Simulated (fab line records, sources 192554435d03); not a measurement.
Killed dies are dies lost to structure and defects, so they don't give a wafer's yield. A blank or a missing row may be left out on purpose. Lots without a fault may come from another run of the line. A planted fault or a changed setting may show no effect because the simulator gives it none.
Split-lot experiment | flow n5_finfet | 7 lots, 39 wafers read, on a route of 1938 steps

THE SPLIT
At N5_MOL_CONTACT_COAG_IMPLANT_129, the setting energy_kev was moved away from the recipe's 3 on 12 of the 39 wafers read, by -16.6% to +26.1%. The other wafers ran this setting at the recipe's value.

The reading is taken at the split's own step.

THE READING
implant.drp_nm (the simulator's own value, which no gauge read), in nm, at N5_MOL_CONTACT_COAG_IMPLANT_129. The file gives no usual value for it.

wafer  | tool, chamber at the split | energy_kev as run | against the recipe | implant.drp_nm, nm | against lot-mates on the recipe
L077.1 | implanter-01, 0            | 3                 | recipe             | 2.134              | -
L077.2 | implanter-01, 0            | 3                 | recipe             | 2.134              | -
L077.3 | implanter-01, 0            | 3                 | recipe             | 2.134              | -
L077.4 | implanter-01, 0            | 3                 | recipe             | 2.134              | -
L077.5 | implanter-01, 0            | 3                 | recipe             | 2.134              | -
L077.6 | implanter-01, 0            | 3                 | recipe             | 2.134              | -
L079.1 | implanter-01, 0            | 3                 | recipe             | 2.134              | -
L079.3 | implanter-01, 0            | 3                 | recipe             | 2.134              | -
L079.5 | implanter-01, 0            | 3                 | recipe             | 2.134              | -
L079.2 | implanter-01, 0            | 3.739             | +24.6%             | 2.447              | +0.313
L079.4 | implanter-01, 0            | 3.739             | +24.6%             | 2.447              | +0.313
L079.6 | implanter-01, 0            | 3.739             | +24.6%             | 2.447              | +0.313
L082.1 | implanter-01, 0            | 3.783             | +26.1%             | 2.465              | +0.331
L082.4 | implanter-01, 0            | 3.783             | +26.1%             | 2.465              | +0.331
L082.6 | implanter-01, 0            | 3.783             | +26.1%             | 2.465              | +0.331
L082.2 | implanter-01, 0            | 3                 | recipe             | 2.134              | -
L082.3 | implanter-01, 0            | 3                 | recipe             | 2.134              | -
L082.5 | implanter-01, 0            | 3                 | recipe             | 2.134              | -
L083.1 | implanter-01, 0            | 3                 | recipe             | 2.134              | -
L083.3 | implanter-01, 0            | 3                 | recipe             | 2.134              | -
L083.6 | implanter-01, 0            | 3                 | recipe             | 2.134              | -
L083.2 | implanter-01, 0            | 2.67              | -11.0%             | 1.985              | -0.149
L083.4 | implanter-01, 0            | 2.67              | -11.0%             | 1.985              | -0.149
L083.5 | implanter-01, 0            | 2.67              | -11.0%             | 1.985              | -0.149
L084.1 | implanter-02, 0            | 3                 | recipe             | 2.134              | -
L084.2 | implanter-02, 0            | 3                 | recipe             | 2.134              | -
L084.3 | implanter-02, 0            | 3                 | recipe             | 2.134              | -
L084.4 | implanter-02, 0            | 2.501             | -16.6%             | 1.907              | -0.227
L084.5 | implanter-02, 0            | 2.501             | -16.6%             | 1.907              | -0.227
L084.6 | implanter-02, 0            | 2.501             | -16.6%             | 1.907              | -0.227
L092.1 | implanter-02, 0            | 3                 | recipe             | 2.134              | -
L092.2 | implanter-02, 0            | 3                 | recipe             | 2.134              | -
L092.3 | implanter-02, 0            | 3                 | recipe             | 2.134              | -
L094.1 | implanter-02, 0            | 3                 | recipe             | 2.134              | -
L094.2 | implanter-02, 0            | 3                 | recipe             | 2.134              | -
L094.3 | implanter-02, 0            | 3                 | recipe             | 2.134              | -
L094.4 | implanter-02, 0            | 3                 | recipe             | 2.134              | -
L094.5 | implanter-02, 0            | 3                 | recipe             | 2.134              | -
L094.6 | implanter-02, 0            | 3                 | recipe             | 2.134              | -

THE FIT
A straight line over all 39 wafers: implant.drp_nm changes by +0.0129 nm for each +1% of energy_kev; r = +1.00; the points scatter about the line by 0.0039 nm.
The same after taking each lot's own level away (the mean of its wafers on the recipe; 39 wafers): +0.0129 nm for each +1%; r = +1.00; scatter 0.0039 nm.
On that fit, the largest move of energy_kev shifts the reading by 0.34 nm.
The lots' own levels span 2.1340 to 2.1340 nm.
So the lot-to-lot level changes the slope little: the two slopes agree.
Check: with one of the wafers moved furthest among these (+26.1%) left out of the fit, the line predicts +0.336 nm for it against its lot-mates. It came out at +0.331 nm against them.

OTHER SPLITS ON THESE WAFERS
These wafers also went through other splits before the reading. Each is held against what the fit with the lots' levels taken away leaves over:
other split on the same wafers       | wafers away from the commonest value | r with implant.drp_nm (lot level and that fit taken away)
N5_DUMMY_GATE_ETCH_31 target_depth_a | 12                                   | -0.14
N5_SD_EPI_P_ETCH_37 source_w         | 12                                   | +0.17
N5_GATE_CUT_CUT_ETCH_54 icp_w        | 12                                   | +0.00

THE WHOLE CHAIN: every reading that the file lists as answering this split, in the file's order
step                            | what it does | reading                                                         | change (the file's fit)                | r (the file's)
N5_MOL_CONTACT_COAG_IMPLANT_129 |              | implant.rp_nm (the simulator's own value, which no gauge read)  | +0.0339 nm for each +1% of the setting | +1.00
N5_MOL_CONTACT_COAG_IMPLANT_129 |              | implant.drp_nm (the simulator's own value, which no gauge read) | +0.0129 nm for each +1% of the setting | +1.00

THE FILE'S OWN FIT
implant.drp_nm changes by +0.0129 nm for each +1% of energy_kev, r = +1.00.
